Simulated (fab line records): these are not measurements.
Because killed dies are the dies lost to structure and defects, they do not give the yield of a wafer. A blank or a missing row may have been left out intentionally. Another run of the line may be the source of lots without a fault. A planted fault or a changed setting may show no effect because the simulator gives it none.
Which tool is to blame? || flow n5-finfet || 8 lots with 24 wafers sampled at 8 steps, on a route of 1938 steps

## WHAT THE GAUGES READ, wafer by wafer
N5_BEOL_M2_CD_MEAS_18: pitch 36 nm, target cd 18 nm.
{"lot": "L514", "measured": "day 7 01:35", "on": "cd-sem-03", "cd-nm (nm)": "18.07 18.03 17.90"}
{"lot": "L520", "measured": "day 8 10:06", "on": "cd-sem-01", "cd-nm (nm)": "18.40 17.90 17.52"}
{"lot": "L521", "measured": "day 9 00:01", "on": "cd-sem-03", "cd-nm (nm)": "18.41 17.96 18.29"}
{"lot": "L522", "measured": "day 9 01:31", "on": "cd-sem-02", "cd-nm (nm)": "17.69 18.13 18.15"}
{"lot": "L527", "measured": "day 10 15:07", "on": "cd-sem-01", "cd-nm (nm)": "18.27 18.35 17.94"}
{"lot": "L533", "measured": "day 11 20:05", "on": "cd-sem-02", "cd-nm (nm)": "17.91 17.59 17.77"}
{"lot": "L535", "measured": "day 12 15:41", "on": "cd-sem-03", "cd-nm (nm)": "17.95 18.11 18.26"}
{"lot": "L534", "measured": "day 12 16:07", "on": "cd-sem-02", "cd-nm (nm)": "18.38 17.94 17.92"}

N5_BEOL_M2_OCD_MEAS_38.
{"lot": "L514", "measured": "day 7 02:58", "on": "ocd-01", "trench-depth-nm (nm)": "55.3 55.5 55.4"}
{"lot": "L520", "measured": "day 8 18:23", "on": "ocd-01", "trench-depth-nm (nm)": "68.6 56.8 55.2"}
{"lot": "L521", "measured": "day 9 01:15", "on": "ocd-02", "trench-depth-nm (nm)": "56.5 55.2 55.3"}
{"lot": "L522", "measured": "day 9 09:23", "on": "ocd-02", "trench-depth-nm (nm)": "68.5 55.5 55.9"}
{"lot": "L527", "measured": "day 10 21:00", "on": "ocd-02", "trench-depth-nm (nm)": "55.1 56.0 56.4"}
{"lot": "L533", "measured": "day 11 21:40", "on": "ocd-01", "trench-depth-nm (nm)": "56.0 55.3 55.1"}
{"lot": "L535", "measured": "day 12 19:47", "on": "ocd-02", "trench-depth-nm (nm)": "54.6 56.2 55.9"}
{"lot": "L534", "measured": "day 12 20:44", "on": "ocd-01", "trench-depth-nm (nm)": "56.4 56.1 56.0"}

N5_BEOL_M2_THK_MEAS_53: measures by xrf.
{"lot": "L514", "measured": "day 7 06:43", "on": "film-metro-01", "M2_THK (nm)": "40.5 41.0 39.8"}
{"lot": "L520", "measured": "day 8 22:34", "on": "film-metro-01", "M2_THK (nm)": "50.9 40.9 37.5"}
{"lot": "L521", "measured": "day 9 04:56", "on": "film-metro-02", "M2_THK (nm)": "40.1 38.1 40.1"}
{"lot": "L522", "measured": "day 9 12:43", "on": "film-metro-02", "M2_THK (nm)": "52.9 39.9 42.6"}
{"lot": "L527", "measured": "day 11 02:13", "on": "film-metro-01", "M2_THK (nm)": "40.3 39.6 40.3"}
{"lot": "L533", "measured": "day 12 03:02", "on": "film-metro-01", "M2_THK (nm)": "40.8 40.3 41.0"}
{"lot": "L535", "measured": "day 13 00:01", "on": "film-metro-02", "M2_THK (nm)": "39.6 40.6 41.0"}
{"lot": "L534", "measured": "day 13 01:29", "on": "film-metro-01", "M2_THK (nm)": "40.4 41.5 38.8"}

N5_BEOL_M2_RS_MEAS_58: the measuring method here is four-point-probe.
{"lot": "L514", "measured": "day 7 06:59", "on": "film-metro-01", "M2_RS (ohm/sq)": "0.665 0.654 0.679"}
{"lot": "L520", "measured": "day 8 22:49", "on": "film-metro-02", "M2_RS (ohm/sq)": "0.488 0.643 0.720"}
{"lot": "L521", "measured": "day 9 05:14", "on": "film-metro-02", "M2_RS (ohm/sq)": "0.673 0.723 0.669"}
{"lot": "L522", "measured": "day 9 12:59", "on": "film-metro-02", "M2_RS (ohm/sq)": "0.476 0.681 0.626"}
{"lot": "L527", "measured": "day 11 02:34", "on": "film-metro-01", "M2_RS (ohm/sq)": "0.675 0.687 0.673"}
{"lot": "L533", "measured": "day 12 03:19", "on": "film-metro-02", "M2_RS (ohm/sq)": "0.651 0.664 0.647"}
{"lot": "L535", "measured": "day 13 00:16", "on": "film-metro-02", "M2_RS (ohm/sq)": "0.684 0.664 0.656"}
{"lot": "L534", "measured": "day 13 01:46", "on": "film-metro-02", "M2_RS (ohm/sq)": "0.662 0.639 0.695"}

N5_BEOL_M4_RC_MEAS_101.
{"lot": "L514", "measured": "day 8 02:34", "on": "prober-01", "DIBL_N (mV/V)": "36.8 36.0 37.6", "DIBL_P (mV/V)": "37.7 36.4 38.3", "IOFF_N (nA/um)": "0.168 0.146 0.165", "IOFF_P (nA/um)": "0.185 0.172 0.184", "ION_N (uA/um)": "678 662 676", "ION_P (uA/um)": "452 452 448", "SERP_M2 (ohm/um)": "192 182 192", "SERP_M2_max_site (ohm/um)": "197 190 199", "SS_N (mV/dec)": "72.2 71.3 72.1", "SS_P (mV/dec)": "73.7 73.7 73.5", "VT_N (mV)": "250.7 251.7 250.3", "VT_P (mV)": "-254.7 -253.2 -254.9"}
{"lot": "L520", "measured": "day 10 11:20", "on": "prober-01", "DIBL_N (mV/V)": "35.2 36.0 36.5", "DIBL_P (mV/V)": "35.5 35.5 36.9", "IOFF_N (nA/um)": "0.131 0.134 0.146", "IOFF_P (nA/um)": "0.189 0.192 0.214", "ION_N (uA/um)": "672 668 676", "ION_P (uA/um)": "461 463 465", "SERP_M2 (ohm/um)": "150 195 222", "SERP_M2_max_site (ohm/um)": "161 199 227", "SS_N (mV/dec)": "71.0 71.3 71.0", "SS_P (mV/dec)": "73.0 72.4 73.2", "VT_N (mV)": "251.7 250.1 249.3", "VT_P (mV)": "-250.1 -248.9 -249.1"}
{"lot": "L521", "measured": "day 10 15:41", "on": "prober-02", "DIBL_N (mV/V)": "35.2 35.0 36.8", "DIBL_P (mV/V)": "34.1 35.0 36.7", "IOFF_N (nA/um)": "0.136 0.151 0.176", "IOFF_P (nA/um)": "0.174 0.192 0.218", "ION_N (uA/um)": "662 672 679", "ION_P (uA/um)": "452 460 462", "SERP_M2 (ohm/um)": "190 200 178", "SERP_M2_max_site (ohm/um)": "207 212 190", "SS_N (mV/dec)": "71.4 71.7 71.6", "SS_P (mV/dec)": "72.9 73.4 74.1", "VT_N (mV)": "253.5 252.1 247.8", "VT_P (mV)": "-250.5 -250.9 -250.6"}
{"lot": "L522", "measured": "day 10 18:28", "on": "prober-01", "DIBL_N (mV/V)": "36.3 37.7 34.9", "DIBL_P (mV/V)": "35.6 37.2 33.8", "IOFF_N (nA/um)": "0.127 0.162 0.116", "IOFF_P (nA/um)": "0.182 0.205 0.165", "ION_N (uA/um)": "662 672 664", "ION_P (uA/um)": "455 460 455", "SERP_M2 (ohm/um)": "141 184 185", "SERP_M2_max_site (ohm/um)": "156 194 200", "SS_N (mV/dec)": "71.1 71.3 70.9", "SS_P (mV/dec)": "72.7 74.0 72.9", "VT_N (mV)": "252.8 249.4 253.7", "VT_P (mV)": "-253.7 -252.9 -253.3"}
{"lot": "L527", "measured": "day 12 03:42", "on": "prober-02", "DIBL_N (mV/V)": "36.6 36.5 36.6", "DIBL_P (mV/V)": "36.4 36.1 36.7", "IOFF_N (nA/um)": "0.151 0.146 0.154", "IOFF_P (nA/um)": "0.210 0.202 0.210", "ION_N (uA/um)": "669 671 680", "ION_P (uA/um)": "463 459 464", "SERP_M2 (ohm/um)": "186 188 180", "SERP_M2_max_site (ohm/um)": "195 210 185", "SS_N (mV/dec)": "71.4 71.2 71.6", "SS_P (mV/dec)": "73.1 73.2 72.8", "VT_N (mV)": "252.1 249.7 247.6", "VT_P (mV)": "-252.0 -251.8 -253.2"}
{"lot": "L533", "measured": "day 13 05:51", "on": "prober-01", "DIBL_N (mV/V)": "36.3 36.2 37.9", "DIBL_P (mV/V)": "37.0 36.7 38.0", "IOFF_N (nA/um)": "0.169 0.165 0.194", "IOFF_P (nA/um)": "0.199 0.196 0.216", "ION_N (uA/um)": "683 672 690", "ION_P (uA/um)": "464 453 465", "SERP_M2 (ohm/um)": "208 192 195", "SERP_M2_max_site (ohm/um)": "211 205 207", "SS_N (mV/dec)": "71.6 71.1 71.3", "SS_P (mV/dec)": "73.0 73.2 73.8", "VT_N (mV)": "247.2 248.2 245.6", "VT_P (mV)": "-252.2 -250.7 -248.9"}
{"lot": "L535", "measured": "day 14 10:37", "on": "prober-01", "DIBL_N (mV/V)": "35.0 35.0 35.9", "DIBL_P (mV/V)": "35.5 36.1 36.4", "IOFF_N (nA/um)": "0.129 0.136 0.141", "IOFF_P (nA/um)": "0.156 0.168 0.169", "ION_N (uA/um)": "667 678 677", "ION_P (uA/um)": "456 460 462", "SERP_M2 (ohm/um)": "198 181 177", "SERP_M2_max_site (ohm/um)": "214 203 186", "SS_N (mV/dec)": "71.1 71.8 72.3", "SS_P (mV/dec)": "73.3 72.9 73.3", "VT_N (mV)": "251.5 249.9 250.5", "VT_P (mV)": "-255.6 -253.4 -256.6"}
{"lot": "L534", "measured": "day 14 07:29", "on": "prober-02", "DIBL_N (mV/V)": "38.7 37.4 36.1", "DIBL_P (mV/V)": "39.5 38.0 36.4", "IOFF_N (nA/um)": "0.196 0.174 0.147", "IOFF_P (nA/um)": "0.268 0.247 0.211", "ION_N (uA/um)": "696 681 670", "ION_P (uA/um)": "478 470 464", "SERP_M2 (ohm/um)": "197 198 202", "SERP_M2_max_site (ohm/um)": "212 213 210", "SS_N (mV/dec)": "72.4 72.2 71.9", "SS_P (mV/dec)": "73.9 73.6 73.0", "VT_N (mV)": "244.5 245.3 251.1", "VT_P (mV)": "-245.7 -248.8 -247.4"}

## WHICH TOOL RAN EACH LOT (tool, then ch and the chambers of the sampled wafers, then the start)
{"lot": "L514", "N5_BEOL_M2_DESCUM_33": "rie-diel-06 ch 1,2,3, day 7 02:02", "N5_BEOL_M2_ALD_98": "ald-sin-02 ch 1,3, day 7 02:10", "N5_BEOL_M2_TRENCH_ETCH_37": "rie-diel-01 ch 0,1,2, day 7 02:49"}
{"lot": "L520", "N5_BEOL_M2_DESCUM_33": "rie-diel-06 ch 1,2,3, day 8 10:35", "N5_BEOL_M2_ALD_98": "ald-sin-03 ch 0,1,2, day 8 10:47", "N5_BEOL_M2_TRENCH_ETCH_37": "rie-diel-01 ch 1,2,3, day 8 18:14"}
{"lot": "L521", "N5_BEOL_M2_DESCUM_33": "rie-diel-02 ch 2,3, day 9 00:35", "N5_BEOL_M2_ALD_98": "ald-sin-03 ch 1,3, day 9 00:43", "N5_BEOL_M2_TRENCH_ETCH_37": "rie-diel-06 ch 1,2,3, day 9 01:05"}
{"lot": "L522", "N5_BEOL_M2_DESCUM_33": "rie-diel-01 ch 0,1,3, day 9 01:58", "N5_BEOL_M2_ALD_98": "ald-sin-03 ch 0,1,2, day 9 02:06", "N5_BEOL_M2_TRENCH_ETCH_37": "rie-diel-01 ch 0,2,3, day 9 09:13"}
{"lot": "L527", "N5_BEOL_M2_DESCUM_33": "rie-diel-01 ch 1,2,3, day 10 15:43", "N5_BEOL_M2_ALD_98": "ald-sin-03 ch 0,1, day 10 15:52", "N5_BEOL_M2_TRENCH_ETCH_37": "rie-diel-02 ch 0,1,3, day 10 20:51"}
{"lot": "L533", "N5_BEOL_M2_DESCUM_33": "rie-diel-02 ch 1,2,3, day 11 20:40", "N5_BEOL_M2_ALD_98": "ald-sin-02 ch 0,1,2, day 11 20:47", "N5_BEOL_M2_TRENCH_ETCH_37": "rie-diel-02 ch 1,3, day 11 21:31"}
{"lot": "L535", "N5_BEOL_M2_DESCUM_33": "rie-diel-06 ch 2,3, day 12 16:08", "N5_BEOL_M2_ALD_98": "ald-sin-03 ch 0,1,3, day 12 16:23", "N5_BEOL_M2_TRENCH_ETCH_37": "rie-diel-06 ch 1,2,3, day 12 19:38"}
{"lot": "L534", "N5_BEOL_M2_DESCUM_33": "rie-diel-06 ch 0,2,3, day 12 17:10", "N5_BEOL_M2_ALD_98": "ald-sin-01 ch 0,2,3, day 12 17:18", "N5_BEOL_M2_TRENCH_ETCH_37": "rie-diel-01 ch 0,2,3, day 12 20:35"}
- N5_BEOL_M2_DESCUM_33: chemistry O2, time 7 s.
- N5_BEOL_M2_ALD_98: deposits SiO2, target thk 2.5 nm, pulse time 1 s, co reactant pulse time 1 s.
- N5_BEOL_M2_TRENCH_ETCH_37: etches SiOC in C4F6/O2, target depth 55.555 nm, time 29.2 s.

## AS READ BY THE TOOLS THEMSELVES (means over the sampled wafers that have a number; for cases with no such wafer, the mark the record gives instead)
N5_BEOL_M2_DESCUM_33.
{"lot": "L514", "tool": "rie-diel-06", "drypump-motor-current-A (A)": 5.8, "oes-product-au (a.u.)": 0.80, "rf-vpp-V (V)": 242.7, "showerhead-plenum-p-Torr (Torr)": 2.04, "temp-c (C)": 39.98, "throttle-valve-pct (%)": 20.32}
{"lot": "L520", "tool": "rie-diel-06", "drypump-motor-current-A (A)": 5.8, "oes-product-au (a.u.)": 0.78, "rf-vpp-V (V)": 241.7, "showerhead-plenum-p-Torr (Torr)": 2.03, "temp-c (C)": 40.05, "throttle-valve-pct (%)": 20.33}
{"lot": "L521", "tool": "rie-diel-02", "drypump-motor-current-A (A)": 5.5, "oes-product-au (a.u.)": 0.82, "rf-vpp-V (V)": 243.9, "showerhead-plenum-p-Torr (Torr)": 2.08, "temp-c (C)": 40.01, "throttle-valve-pct (%)": 20.19}
{"lot": "L522", "tool": "rie-diel-01", "drypump-motor-current-A (A)": 5.7, "oes-product-au (a.u.)": 0.87, "rf-vpp-V (V)": 242.6, "showerhead-plenum-p-Torr (Torr)": 2.06, "temp-c (C)": 39.92, "throttle-valve-pct (%)": 20.47}
{"lot": "L527", "tool": "rie-diel-01", "drypump-motor-current-A (A)": 5.9, "oes-product-au (a.u.)": 0.81, "rf-vpp-V (V)": 242.5, "showerhead-plenum-p-Torr (Torr)": 2.06, "temp-c (C)": 40.00, "throttle-valve-pct (%)": 20.44}
{"lot": "L533", "tool": "rie-diel-02", "drypump-motor-current-A (A)": 5.6, "oes-product-au (a.u.)": 0.81, "rf-vpp-V (V)": 242.7, "showerhead-plenum-p-Torr (Torr)": 2.08, "temp-c (C)": 39.93, "throttle-valve-pct (%)": 20.25}
{"lot": "L535", "tool": "rie-diel-06", "drypump-motor-current-A (A)": 6.0, "oes-product-au (a.u.)": 0.94, "rf-vpp-V (V)": 244.5, "showerhead-plenum-p-Torr (Torr)": 2.17, "temp-c (C)": 40.01, "throttle-valve-pct (%)": 20.19}
{"lot": "L534", "tool": "rie-diel-06", "drypump-motor-current-A (A)": 5.7, "oes-product-au (a.u.)": 0.87, "rf-vpp-V (V)": 244.2, "showerhead-plenum-p-Torr (Torr)": 2.16, "temp-c (C)": 40.05, "throttle-valve-pct (%)": 20.27}

N5_BEOL_M2_ALD_98.
{"lot": "L514", "tool": "ald-sin-02", "heater-power-w (W)": 73, "precursor-pulse-height-rel": 1.004}
{"lot": "L520", "tool": "ald-sin-03", "heater-power-w (W)": 74, "precursor-pulse-height-rel": 0.995}
{"lot": "L521", "tool": "ald-sin-03", "heater-power-w (W)": 82, "precursor-pulse-height-rel": 0.993}
{"lot": "L522", "tool": "ald-sin-03", "heater-power-w (W)": 74, "precursor-pulse-height-rel": 1.016}
{"lot": "L527", "tool": "ald-sin-03", "heater-power-w (W)": 78, "precursor-pulse-height-rel": 1.006}
{"lot": "L533", "tool": "ald-sin-02", "heater-power-w (W)": 72, "precursor-pulse-height-rel": 0.992}
{"lot": "L535", "tool": "ald-sin-03", "heater-power-w (W)": 80, "precursor-pulse-height-rel": 0.956}
{"lot": "L534", "tool": "ald-sin-01", "heater-power-w (W)": 78, "precursor-pulse-height-rel": 0.989}

N5_BEOL_M2_TRENCH_ETCH_37.
{"lot": "L514", "tool": "rie-diel-01", "drypump-motor-current-A (A)": 5.5, "oes-product-au (a.u.)": 0.75, "rf-vpp-V (V)": 667, "run-length-s (s)": 52.5, "showerhead-plenum-p-Torr (Torr)": 2.80, "throttle-valve-pct (%)": 20.93}
{"lot": "L520", "tool": "rie-diel-01", "drypump-motor-current-A (A)": 5.9, "oes-product-au (a.u.)": 0.84, "rf-vpp-V (V)": 668, "run-length-s (s)": 54.5, "showerhead-plenum-p-Torr (Torr)": 2.80, "throttle-valve-pct (%)": 20.82}
{"lot": "L521", "tool": "rie-diel-06", "drypump-motor-current-A (A)": 5.8, "oes-product-au (a.u.)": 0.77, "rf-vpp-V (V)": 660, "run-length-s (s)": 52.6, "showerhead-plenum-p-Torr (Torr)": 2.77, "throttle-valve-pct (%)": 20.76}
{"lot": "L522", "tool": "rie-diel-01", "drypump-motor-current-A (A)": 5.8, "oes-product-au (a.u.)": 0.92, "rf-vpp-V (V)": 667, "run-length-s (s)": 54.5, "showerhead-plenum-p-Torr (Torr)": 2.79, "throttle-valve-pct (%)": 20.61}
{"lot": "L527", "tool": "rie-diel-02", "drypump-motor-current-A (A)": 5.7, "oes-product-au (a.u.)": 0.77, "rf-vpp-V (V)": 667, "run-length-s (s)": 52.4, "showerhead-plenum-p-Torr (Torr)": 2.89, "throttle-valve-pct (%)": 20.69}
{"lot": "L533", "tool": "rie-diel-02", "drypump-motor-current-A (A)": 5.4, "oes-product-au (a.u.)": 0.76, "rf-vpp-V (V)": 664, "run-length-s (s)": 52.6, "showerhead-plenum-p-Torr (Torr)": 2.89, "throttle-valve-pct (%)": 20.77}
{"lot": "L535", "tool": "rie-diel-06", "drypump-motor-current-A (A)": 5.8, "oes-product-au (a.u.)": 0.85, "rf-vpp-V (V)": 663, "run-length-s (s)": 52.7, "showerhead-plenum-p-Torr (Torr)": 2.87, "throttle-valve-pct (%)": 20.68}
{"lot": "L534", "tool": "rie-diel-01", "drypump-motor-current-A (A)": 5.8, "oes-product-au (a.u.)": 0.87, "rf-vpp-V (V)": 667, "run-length-s (s)": 52.5, "showerhead-plenum-p-Torr (Torr)": 2.78, "throttle-valve-pct (%)": 20.66}

## THE ANSWER, worked out from the rows above alone
Rule: usual is defined by the lots themselves. The widest of any qualifying gaps counts: lots, ordered by their means at a reading, are off when they make up no more than a third of the lots, leave a main group of 4 or more, and stand apart from it by 3 or more times the standard deviation of that group's means. Not used: any main group whose means are identical at the precision the tables above print for the reading. A lot without any number at a reading at which 4 lots or more have one is off too. Any other lot the step has rows for is counted as sound. After the gauges, taken in route order, come the tools' own readings; for these a lot's mean is taken, as printed above. The first step at which some lot is off is used, and at that step the reading that is off furthest; a lot without a number counts as furthest.
Off, at N5_BEOL_M2_OCD_MEAS_38 on trench-depth-nm: L520, L522. For the main group the mean is 55.7 nm and the standard deviation 0.26.
A tool fits if, at a process step before that reading, it ran every lot that is off, and no sound lot after the first of them. The gauges at N5_BEOL_M2_OCD_MEAS_38 aren't tried: what is off there is off at N5_BEOL_M2_THK_MEAS_53 too, on other tools, and a gauge's error can't cause that. Of those tried, none fits.

## WHAT THE SIMULATOR HAD PUT IN
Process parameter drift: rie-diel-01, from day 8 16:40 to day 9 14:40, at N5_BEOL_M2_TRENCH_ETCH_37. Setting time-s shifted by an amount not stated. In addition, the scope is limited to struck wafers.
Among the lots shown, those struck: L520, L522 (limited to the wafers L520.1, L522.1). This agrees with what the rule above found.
